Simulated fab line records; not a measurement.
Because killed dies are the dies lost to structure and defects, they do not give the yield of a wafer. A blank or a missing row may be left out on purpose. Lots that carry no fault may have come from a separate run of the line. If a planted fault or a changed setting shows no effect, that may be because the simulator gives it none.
fab line records    flow n5-finfet
[record] lots = 9  wafers = 26  last-day = 18
route steps=1938 shown BEOL_M4@1037 PASSIVATION@1936
lots that met no fault: taken from a fault-free run of the same line
start-h: start of the lot's first displayed wafer, in hours after the record's first day    wait-h: time in hours since the lot's previous step    " same as the row above    L1.1+2: several wafers, shown together as one row    - value missing, or start not given    * or withheld: withheld    < > ~ a bound
route shown NAME@n: names a module that has steps shown in the file, with the first one's number in the route    usual: mean/standard deviation taken from wafers without a fault    same: alike in all rows    chamber/n: place in a boat    sites: each site's reading    _std_site: the values' standard deviation    _edge_site: the outer-site mean with the inner-site mean subtracted    radius-mm: how far each site lies from the wafer's centre    mask NAME#n: copy n    behind: tool/chamber where the wafer was last shaped    hold: what put the lot on hold/how long, in hours/how the hold closed    device: names the non-switching transistor (n, p or np)    end of line: tests run on the same wafers once the route is complete    step lacking rows: just its recipe    killed: dies lost to structure and defects at the first sort, not the wafer's yield    map: dies across one wafer; x = killed, . = not, _ = none there
set.NAME: the setting that was run; set.NAME@STEP: the one run at that earlier step    model.NAME: the simulator's own value behind a step, which no gauge read
route steps across a sampled set of lots; one table per step, one row per wafer
services: when a tool's chamber went out of use (start-h, in hours from the record's first day, below 0 if earlier), for how many hours, and the reason
[[steps]]
[step N5_BEOL_M4_DESCUM_16]
[recipe] chemistry = O2  time-s = 7  source-power-w = 50  bias-power-w = 20  pressure-mtorr = 20  rf-frequency-hz = 2.712e+07  temp-c = 40  resist = CAR-EUV  o2-flow-sccm = 225
[usual] chamber-pressure-mTorr = 20.004/0.019  drypump-motor-current-A = 5.5/0.49  oes-product-au = 0.81/0.09  rf-vpp-V = 242.9/1.3  showerhead-plenum-p-Torr = 2.08/0.064  throttle-valve-pct = 20.40/0.27
lot.wafer  tool         chamber  start-h  wait-h  chamber-pressure-mTorr  drypump-motor-current-A  oes-product-au  rf-hours-counter-h  rf-vpp-V  showerhead-plenum-p-Torr  throttle-valve-pct
L166.2     rie-diel-03  0        154.35   0.1     20.012                  6.1                      0.91            25                  243.2     2.06                      20.71
L166.3     "            3        "        "       19.998                  5.1                      0.74            135                 245.7     2.16                      20.27
L166.4     "            1        "        "       20.020                  5.3                      0.84            62                  242.9     2.06                      20.26
L167.1     rie-diel-02  2        158.25   0.0     20.014                  5.1                      0.85            51                  242.8     2.05                      20.31
L167.4     "            0        "        "       20.012                  5.1                      0.70            210                 241.7     1.97                      20.82
L167.6     "            3        "        "       19.993                  5.3                      0.93            -                   243.2     2.23                      20.28
L168.2     rie-diel-03  1        171.88   0.0     20.018                  5.3                      0.83            71                  243.1     2.05                      20.25
L168.3     "            3        "        "       20.006                  5.2                      0.74            144                 245.9     2.16                      20.27
L168.5     "            3        "        "       20.013                  5.1                      0.74            -                   243.4     2.16                      20.27
L170.2     rie-diel-03  3        191.86   0.0     19.950                  5.2                      0.73            154                 244.5     2.16                      20.28
L170.5     "            1        "        "       19.981                  5.3                      0.81            -                   240.8     2.05                      20.29
L170.6     "            3        "        "       19.993                  5.2                      0.73            -                   244.0     2.16                      20.30
L177.2     rie-diel-03  2        229.13   0.0     19.977                  5.9                      0.68            243                 241.4     2.07                      20.53
L177.4     "            1        "        "       20.018                  5.3                      0.79            92                  242.5     2.05                      20.29
L177.6     "            0        "        "       20.013                  6.1                      0.86            -                   241.9     2.05                      20.75
L179.1     rie-diel-03  2        236.68   0.0     20.022                  5.9                      0.68            245                 243.6     2.07                      20.55
L179.3     "            1        "        "       20.019                  5.3                      0.79            94                  242.1     2.05                      20.31
L179.6     "            3        "        "       19.989                  5.2                      0.71            -                   244.4     2.15                      20.31
L187.2     rie-diel-04  0        291.89   0.0     20.014                  5.0                      0.90            23                  243.6     2.03                      20.20
L187.3     "            3        "        "       20.023                  6.2                      0.85            45                  243.0     2.04                      20.14
L187.6     "            3        "        "       20.016                  6.2                      0.85            -                   242.5     2.04                      20.16
L188.1     rie-diel-02  0        295.23   0.0     19.996                  5.1                      0.96            2                   244.9     2.22                      20.41
L188.4     "            2        "        "       20.020                  5.1                      0.80            104                 242.8     2.03                      20.39
L188.6     "            0        "        "       19.982                  5.1                      0.95            -                   246.0     2.22                      20.40
L189.1     rie-diel-04  2        310.25   0.5     20.004                  5.1                      0.85            63                  241.1     2.05                      20.40
L189.4     "            0        "        "       20.001                  5.0                      0.89            -                   240.4     2.03                      20.22
[step N5_BEOL_M4_ETCHBACK_99]
[recipe] chemistry = CHF3  target = SiO2  target-depth-a = 50  time-s = 10.4  source-w = 215  bias-w = 47  Ar_flow_sccm = 200  CHF3_flow_sccm = 12  ion-energy-ev = 100  pressure-mtorr = 30
[usual] CHF3_flow_sccm = 12.00/0.038  bias-w = 46.99/0.14  chamber-pressure-mTorr = 30.000/0.027  drypump-motor-current-A = 5.5/0.5  oes_ar_750_au = 0.81/0.084  oes_f_703_au = 0.81/0.082  oes-product-au = 0.82/0.092  rf-vpp-V = 244/4.1  showerhead-plenum-p-Torr = 2.13/0.073  throttle-valve-pct = 17.0/0.34
lot.wafer  tool         chamber  start-h  wait-h  CHF3_flow_sccm  bias-w  chamber-pressure-mTorr  drypump-motor-current-A  oes_ar_750_au  oes_f_703_au  oes-product-au  rf-hours-counter-h  rf-vpp-V  showerhead-plenum-p-Torr  throttle-valve-pct
L167.1     rie-diel-02  2        161.62   1.9     11.99           46.95   30.010                  5.2                      0.85           0.85          0.85            52                  238       2.09                      16.8
L167.4     "            0        "        "       12.00           47.07   30.026                  5.1                      0.72           0.73          0.70            211                 240       2.05                      17.6
L167.6     "            0        "        "       12.02           47.03   29.989                  5.1                      0.72           0.73          0.71            -                   240       2.05                      17.6
L166.2     rie-diel-02  0        165.78   10.4    12.03           46.97   30.001                  5.1                      0.72           0.72          0.71            212                 241       2.05                      17.6
L166.3     "            3        "        "       12.00           46.91   30.034                  5.3                      0.91           0.90          0.93            24                  246       2.29                      16.9
L166.4     "            2        "        "       12.00           46.76   29.991                  5.1                      0.85           0.84          0.84            54                  239       2.09                      16.8
L168.2     rie-diel-02  2        173.81   0.7     12.05           46.85   29.963                  5.1                      0.85           0.84          0.84            58                  239       2.09                      16.9
L168.3     "            3        "        "       12.01           46.92   29.994                  5.3                      0.91           0.89          0.92            28                  246       2.29                      16.9
L168.5     "            3        "        "       12.02           46.88   29.998                  5.3                      0.90           0.90          0.92            -                   247       2.29                      16.8
L170.2     rie-diel-03  0        195.48   1.3     12.00           46.99   30.003                  6.2                      0.89           0.89          0.91            28                  247       2.11                      17.2
L170.5     "            2        "        "       11.98           46.98   30.012                  5.9                      0.69           0.69          0.70            -                   251       2.11                      17.1
L170.6     "            1        "        "       11.99           46.87   29.984                  5.3                      0.81           0.82          0.82            -                   248       2.08                      16.8
L177.2     rie-diel-02  2        235.53   5.2     -               -       -                       -                        -              -             -               -                   -         -                         -
L177.4     "            0        "        "       -               -       -                       -                        -              -             -               -                   -         -                         -
L177.6     "            1        "        "       -               -       -                       -                        -              -             -               -                   -         -                         -
L179.1     rie-diel-02  3        239.73   1.5     -               -       -                       -                        -              -             -               -                   -         -                         -
L179.3     "            2        "        "       -               -       -                       -                        -              -             -               -                   -         -                         -
L179.6     "            0        "        "       -               -       -                       -                        -              -             -               -                   -         -                         -
L187.2     rie-diel-02  0        295.46   2.5     11.97           46.91   29.983                  5.1                      0.96           0.96          0.96            2                   244       2.30                      17.2
L187.3     "            3        "        "       12.01           47.23   30.036                  5.3                      0.84           0.83          0.86            70                  246       2.27                      16.9
L187.6     "            2        "        "       12.04           47.17   29.992                  5.1                      0.80           0.79          0.79            -                   237       2.07                      17.0
L188.1     rie-diel-04  2        299.00   2.5     12.02           46.92   30.008                  5.1                      0.85           0.84          0.86            58                  239       2.09                      16.9
L188.4     "            3        "        "       12.01           47.01   30.001                  6.1                      0.84           0.83          0.83            47                  241       2.09                      16.7
L188.6     "            1        "        "       11.95           46.95   30.057                  6.0                      0.70           0.69          0.69            -                   248       2.21                      17.6
L189.1     rie-diel-03  0        316.55   4.9     11.96           46.78   29.971                  6.1                      0.82           0.83          0.83            75                  248       2.09                      17.3
L189.4     "            1        "        "       12.01           46.82   30.008                  5.3                      0.77           0.78          0.77            124                 248       2.07                      16.8
[step N5_BEOL_M4_ETCH_70]
[recipe] chemistry = N2/H2  target = SOC  target-depth-a = 800  overetch-a = 240  mask-material = SiARC  temp-c = 40  time-s = 130  ion-energy-ev = 200  pressure-mtorr = 30  source-w = 840  bias-w = 150  n2-flow-sccm = 200  h2-flow-sccm = 200
[usual] chamber-pressure-mTorr = 30.003/0.026  drypump-motor-current-A = 5.6/0.5  oes-product-au = 0.60/0.063  rf-vpp-V = 523.3/2.4  showerhead-plenum-p-Torr = 2.52/0.081  throttle-valve-pct = 17.8/0.33
lot.wafer  tool         chamber  start-h  wait-h  chamber-pressure-mTorr  drypump-motor-current-A  oes-product-au  rf-hours-counter-h  rf-vpp-V  showerhead-plenum-p-Torr  throttle-valve-pct
L167.1     rie-diel-02  2        161.66   0.0     30.020                  5.1                      0.63            52                  522.6     2.49                      17.8
L167.4     "            0        "        "       30.002                  5.1                      0.53            211                 520.4     2.40                      18.1
L167.6     "            0        "        "       29.976                  5.1                      0.53            -                   520.4     2.40                      18.2
L166.2     rie-diel-02  0        165.81   0.0     29.957                  5.1                      0.53            212                 519.2     2.40                      18.2
L166.3     "            3        "        "       29.990                  5.3                      0.68            24                  527.8     2.69                      17.4
L166.4     "            2        "        "       29.989                  5.1                      0.63            54                  521.5     2.49                      17.7
L168.2     rie-diel-02  2        173.85   0.0     30.003                  5.1                      0.62            58                  521.6     2.49                      17.8
L168.3     "            3        "        "       29.972                  5.3                      0.67            28                  528.3     2.69                      17.4
L168.5     "            3        "        "       30.025                  5.3                      0.67            -                   527.9     2.69                      17.4
L170.2     rie-diel-03  0        195.52   0.0     29.990                  6.1                      0.64            28                  521.6     2.49                      18.0
L170.5     "            2        "        "       29.961                  5.8                      0.52            -                   523.9     2.51                      17.9
L170.6     "            1        "        "       29.997                  5.3                      0.60            -                   521.8     2.46                      17.4
L177.2     rie-diel-02  2        235.57   0.0     29.965                  5.2                      0.60            81                  522.1     2.48                      17.8
L177.4     "            0        "        "       29.985                  5.1                      0.51            240                 520.3     2.39                      18.2
L177.6     "            1        "        "       29.991                  6.4                      0.67            -                   523.9     2.49                      17.2
L179.1     rie-diel-02  3        239.76   0.0     30.015                  5.3                      0.64            52                  528.7     2.68                      17.5
L179.3     "            2        "        "       29.996                  5.2                      0.61            82                  520.3     2.48                      17.8
L179.6     "            0        "        "       30.004                  5.1                      0.51            -                   520.5     2.39                      18.2
L187.2     rie-diel-02  0        295.49   0.0     30.014                  5.1                      0.70            2                   528.5     2.71                      17.7
L187.3     "            3        "        "       29.972                  5.3                      0.62            70                  527.1     2.67                      17.5
L187.6     "            2        "        "       30.020                  5.1                      0.58            -                   522.0     2.47                      17.8
L188.1     rie-diel-04  2        299.04   0.0     30.018                  5.1                      0.63            58                  523.7     2.48                      17.7
L188.4     "            3        "        "       30.030                  6.2                      0.62            47                  522.6     2.48                      17.4
L188.6     "            1        "        "       30.031                  6.0                      0.51            -                   525.7     2.60                      18.3
L189.1     rie-diel-03  0        316.58   0.0     30.015                  6.1                      0.60            75                  522.7     2.47                      18.1
L189.4     "            1        "        "       30.010                  5.3                      0.58            124                 521.2     2.44                      17.5
[step N5_BEOL_M4_STRIP_36]
[recipe] chemistry = N2/H2  power-w = 450  temp-c = 40  pressure-mtorr = 20  rf-frequency-hz = 6e+07  overash-fraction = 0.3  bias-power-w = 7  h2-frac = 0.5  n2-flow-sccm = 200  h2-flow-sccm = 200
[usual] chamber-pressure-mTorr = 20.00/0.035  drypump-motor-current-A = 5.5/0.5  oes-product-au = 0.82/0.093  power-w = 450.0/1.3  rf-vpp-V = 59.2/1.4  showerhead-plenum-p-Torr = 2.52/0.081  throttle-valve-pct = 23.6/0.39
lot.wafer  tool         chamber  start-h  wait-h  chamber-pressure-mTorr  drypump-motor-current-A  oes-product-au  power-w  rf-hours-counter-h  rf-vpp-V  showerhead-plenum-p-Torr  throttle-valve-pct
L167.1     rie-diel-02  2        161.83   0.0     20.05                   5.1                      0.86            450.1    52                  57.9      2.49                      23.6
L167.4     "            0        "        "       20.00                   5.1                      0.71            447.7    211                 59.6      2.40                      23.9
L167.6     "            0        "        "       19.99                   5.1                      0.69            447.0    -                   56.8      2.40                      23.9
L166.2     rie-diel-02  0        165.98   0.0     19.97                   5.1                      0.70            450.2    212                 57.5      2.40                      23.9
L166.3     "            3        "        "       19.98                   5.3                      0.94            450.5    24                  58.4      2.69                      23.2
L166.4     "            2        "        "       20.00                   5.2                      0.85            448.6    54                  57.8      2.49                      23.6
L168.2     rie-diel-02  2        174.02   0.0     19.97                   5.2                      0.85            450.7    58                  62.4      2.49                      23.6
L168.3     "            3        "        "       19.96                   5.3                      0.91            448.3    28                  60.4      2.68                      23.2
L168.5     "            3        "        "       20.05                   5.3                      0.91            451.0    -                   59.9      2.69                      23.2
L170.2     rie-diel-03  0        195.69   0.0     20.01                   6.1                      0.90            449.2    28                  57.2      2.49                      23.9
L170.5     "            2        "        "       20.04                   5.9                      0.69            450.6    -                   61.5      2.51                      23.8
L170.6     "            1        "        "       19.99                   5.3                      0.81            449.2    -                   59.4      2.45                      23.1
L177.2     rie-diel-02  2        235.74   0.0     20.03                   5.1                      0.82            450.2    81                  59.4      2.48                      23.7
L177.4     "            0        "        "       19.96                   5.1                      0.69            450.7    240                 58.0      2.39                      23.9
L177.6     "            1        "        "       20.02                   6.4                      0.95            449.4    -                   58.4      2.48                      22.9
L179.1     rie-diel-02  3        239.93   0.0     20.01                   5.3                      0.89            448.9    52                  58.6      2.67                      23.2
L179.3     "            2        "        "       19.93                   5.1                      0.83            449.6    82                  60.4      2.48                      23.6
L179.6     "            0        "        "       20.03                   5.1                      0.70            448.4    -                   58.5      2.39                      23.9
L187.2     rie-diel-02  0        295.66   0.0     20.00                   5.1                      0.94            450.4    2                   58.0      2.70                      23.4
L187.3     "            3        "        "       20.00                   5.3                      0.85            450.9    70                  60.6      2.67                      23.3
L187.6     "            2        "        "       20.00                   5.1                      0.79            448.0    -                   58.2      2.47                      23.7
L188.1     rie-diel-04  2        299.20   0.0     20.03                   5.0                      0.86            450.2    58                  57.7      2.47                      23.5
L188.4     "            3        "        "       20.00                   6.2                      0.86            449.9    47                  61.0      2.48                      23.1
L188.6     "            1        "        "       19.99                   6.0                      0.69            448.6    -                   58.5      2.60                      24.2
L189.1     rie-diel-03  0        316.75   0.0     19.97                   6.1                      0.81            447.5    75                  56.0      2.47                      23.9
L189.4     "            1        "        "       19.99                   5.3                      0.76            449.8    124                 58.7      2.44                      23.2
[step N5_BEOL_M4_RC_MEAS_101]
[usual] DIBL_N = 35.8/1.5  DIBL_P = 35.9/1.8  IOFF_N = 0.152/0.025  IOFF_P = 0.21/0.031  ION_N = 672/11  ION_P = 462/7.4  SS_N = 71.5/0.52  SS_P = 73.2/0.54  VT_N = 250/3  VT_P = -250/3.3
lot.wafer  tool       chamber  start-h  wait-h  DIBL_N[mV/V]  DIBL_P[mV/V]  IOFF_N[nA/um]  IOFF_P[nA/um]  ION_N[uA/um]  ION_P[uA/um]  SS_N[mV/dec]  SS_P[mV/dec]  VT_N[mV]  VT_P[mV]
L167.1     prober-01  0        166.18   0.0     35.7          36.5          0.146          0.19           670           454           72.9          72.9          251       -253
L167.4     "          0        "        "       38.0          38.4          0.192          0.21           672           457           73.0          73.7          250       -249
L167.6     "          0        "        "       37.1          37.1          0.176          0.20           682           455           72.7          73.0          251       -249
L166.2     prober-02  0        172.02   0.2     37.7          37.6          0.168          0.25           681           470           71.9          73.4          250       -247
L166.3     "          0        "        "       35.8          35.2          0.146          0.20           669           463           71.5          73.2          250       -248
L166.4     "          0        "        "       35.6          36.1          0.145          0.22           672           472           71.4          72.5          251       -248
L168.2     prober-02  0        178.93   0.2     37.5          36.4          0.161          0.23           675           467           71.4          73.3          249       -247
L168.3     "          0        "        "       38.5          38.3          0.195          0.27           690           474           72.0          73.9          244       -245
L168.5     "          0        "        "       35.5          34.8          0.131          0.20           665           465           71.7          73.3          251       -248
L170.2     prober-01  0        199.76   0.2     33.9          34.8          0.122          0.16           670           457           70.9          72.9          250       -254
L170.5     "          0        "        "       34.9          35.9          0.143          0.17           674           452           70.7          73.0          251       -252
L170.6     "          0        "        "       34.1          35.4          0.125          0.16           665           459           71.5          72.6          251       -256
L187.2     prober-02  0        300.52   0.2     33.7          34.6          0.135          0.20           662           465           71.3          72.6          251       -249
L187.3     "          0        "        "       33.9          34.2          0.133          0.19           664           455           71.8          73.0          253       -251
L187.6     "          0        "        "       34.5          34.7          0.145          0.20           653           455           71.4          73.2          254       -252
L188.1     prober-01  0        303.34   0.0     36.0          35.4          0.146          0.22           676           467           71.5          73.1          251       -249
L188.4     "          0        "        "       35.9          35.9          0.154          0.23           678           466           71.8          73.0          246       -248
L188.6     "          0        "        "       35.4          35.1          0.144          0.21           693           468           71.3          72.4          251       -248
L189.1     prober-02  0        321.00   0.0     35.6          35.7          0.151          0.21           666           465           71.9          73.4          251       -251
L189.4     "          0        "        "       35.0          34.9          0.137          0.19           675           472           71.3          72.8          256       -253
[step N5_PASSIVATION_PROBE_49]
[usual] defect-limited-yield = 91.7/1.7  killed_at_M0_to_M3 = 34/10  killed_at_M4_up = 13/5.1  killed-at-contacts = 12/6.2  killed-at-front-end = 36/12  killed-at-other = 3.2/2.6  killed-dies = 98/20  killed-on-rim = 13/4.5  killed-open = 65/13  killed-short = 32/8.4  sort_bin_5_function = 4.8/1.1  sort_bin_6_memory = 3.2/0.74  sort_bin_8_speed = 0.00/0.012  sort-n-pass = 1082/20  sort-yield-pct = 91.7/1.7
[same] gross-dies = 1180  killed-at-back-side = 0  sort_bin_4_leakage[%] = 0
lot.wafer  tool       chamber  start-h  wait-h  defect-limited-yield[%]  killed_at_M0_to_M3  killed_at_M4_up  killed-at-contacts  killed-at-front-end  killed-at-other  killed-dies  killed-on-rim  killed-open  killed-short  sort_bin_5_function[%]  sort_bin_6_memory[%]  sort_bin_8_speed[%]  sort-n-pass  sort-yield-pct[%]
L177.2     prober-01  -        340.47   0.1     0                        31                  1102             14                  33                   0                1180         152            70           31            96.5                    3.4                   0                    0            0
L177.4     prober-01  -        340.57   0.2     0                        16                  1121             15                  25                   3                1180         152            47           24            97.4                    2.2                   0                    0            0
L177.6     prober-01  -        340.67   0.3     0                        31                  1107             13                  29                   0                1180         152            54           26            96.8                    3.1                   0                    0            0
L179.1     prober-01  -        350.89   0.0     0                        29                  1113             14                  23                   1                1180         152            54           22            97.4                    2.5                   0                    0            0
L179.3     prober-01  -        350.99   0.1     0                        28                  1110             7                   33                   2                1180         152            54           22            97.4                    2.5                   0                    0            0
L179.6     prober-01  -        351.14   0.3     0                        32                  1100             13                  34                   1                1180         152            69           25            97.0                    2.8                   0                    0            0
// killed by level:class
L177.2 BEOL_M4:area-etchback=1079 MOL_CONTACT_COAG:geometric-particle:open=12 BEOL_M2:geometric-particle:open=10 FIN_SAQP:geometric-particle:short=8 BEOL_M5:geometric-particle:open=8 BEOL_M0_SAQP:geometric-particle:short=6 BEOL_M4:geometric-particle:open=6 FIN_SAQP:geometric-particle:open=5
L177.4 BEOL_M4:area-etchback=1109 MOL_CONTACT_COAG:geometric-particle:open=12 BEOL_M4:geometric-particle:open=8 GATE_CUT:geometric-particle:short=6 FIN_SAQP:geometric-particle:open=5 BEOL_M0_SAQP:geometric-particle:open=5 FIN_SAQP:geometric-particle:short=4 GATE_CUT:geometric-particle:open=3
L177.6 BEOL_M4:area-etchback=1100 MOL_CONTACT_COAG:geometric-particle:open=10 BEOL_M2:geometric-particle:open=9 FIN_SAQP:geometric-particle:open=7 GATE_CUT:geometric-particle:short=5 BEOL_M3:geometric-particle:short=5 FIN_SAQP:geometric-particle:short=4 BEOL_M0_SAQP:geometric-particle:open=4
L179.1 BEOL_M4:area-etchback=1102 MOL_CONTACT_COAG:geometric-particle:open=14 FIN_SAQP:geometric-particle:short=5 BEOL_M1:geometric-particle:open=5 BEOL_M2:geometric-particle:open=5 STARTING-WAFER:geometric-particle:short=4 BEOL_M0_SAQP:geometric-particle:open=4 BEOL_M0_SAQP:geometric-particle:short=4
L179.3 BEOL_M4:area-etchback=1103 FIN_SAQP:geometric-particle:open=10 MOL_CONTACT_COAG:geometric-particle:open=7 BEOL_M2:geometric-particle:open=7 FIN_SAQP:geometric-particle:short=5 STI_FIN_REVEAL:geometric-particle:open=4 BEOL_M0_SAQP:geometric-particle:open=4 BEOL_M0_SAQP:geometric-particle:short=4
L179.6 BEOL_M4:area-etchback=1085 MOL_CONTACT_COAG:geometric-particle:open=11 BEOL_M0_SAQP:geometric-particle:open=11 FIN_SAQP:geometric-particle:short=8 BEOL_M2:geometric-particle:open=8 BEOL_M4:geometric-particle:open=7 FIN_SAQP:geometric-particle:open=4 STI_FIN_REVEAL:geometric-particle:open=4
[[services]]
tool         chamber  start-h  hours  kind
rie-diel-04  2        139.87   -      clean
rie-diel-04  2        139.87   -      consumable-replace:focus-ring
rie-diel-04  2        139.87   23.9   scheduled-down
rie-diel-04  2        139.87   23.9   vent-cycle
rie-diel-04  3        163.89   -      clean
rie-diel-04  3        163.89   -      consumable-replace:focus-ring
rie-diel-04  3        163.89   13.6   scheduled-down
rie-diel-04  3        163.89   13.6   vent-cycle
rie-diel-02  1        166.72   -      clean
rie-diel-02  1        166.72   -      consumable-replace:focus-ring
rie-diel-02  1        166.72   15.5   scheduled-down
rie-diel-02  1        166.72   15.5   vent-cycle
rie-diel-03  1        204.96   8.0    repair
rie-diel-03  0        222.41   3.9    repair
rie-diel-04  0        244.97   22.3   repair
rie-diel-03  2        251.38   -      clean
rie-diel-03  2        251.38   -      consumable-replace:focus-ring
rie-diel-02  0        267.08   -      clean
rie-diel-02  0        267.08   -      consumable-replace:focus-ring
rie-diel-02  0        267.08   -      consumable-replace:showerhead
rie-diel-02  0        267.08   22.5   scheduled-down
rie-diel-02  0        267.08   22.5   vent-cycle
rie-diel-02  3        277.74   6.1    repair
rie-diel-02  -        307.01   4.3    pm
[[key]]
[first-sign] step = N5_BEOL_M4_ETCHBACK_99  reading = tool-record  direction = missing
[effect] step = N5_PASSIVATION_PROBE_49  reading = killed_at_M4_up  direction = up  sigmas = 99+  usual = 13  struck = 1109
[more-kills-born-at] N5_BEOL_M4_ETCHBACK_99@rie-diel-02 = 6578
met-at N5_BEOL_M4_ETCHBACK_99
struck-lots L177,L179
later-rows-left-out L177.2,L177.4,L177.6,L179.1,L179.3,L179.6
not-acting-at N5_BEOL_M4_DESCUM_16,N5_BEOL_M4_ETCH_70,N5_BEOL_M4_STRIP_36
onset-between 173.81 235.53
[fault] kind = skipped-step-whole  tool = rie-diel-02  chamber = -  onset-h = 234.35  steps = N5_BEOL_M4_ETCHBACK_99  scope = struck-lots-only
// later-rows-left-out: the simulator's readings of these wafers behind a module that went badly wrong aren't trusted and aren't shown, but for the sort
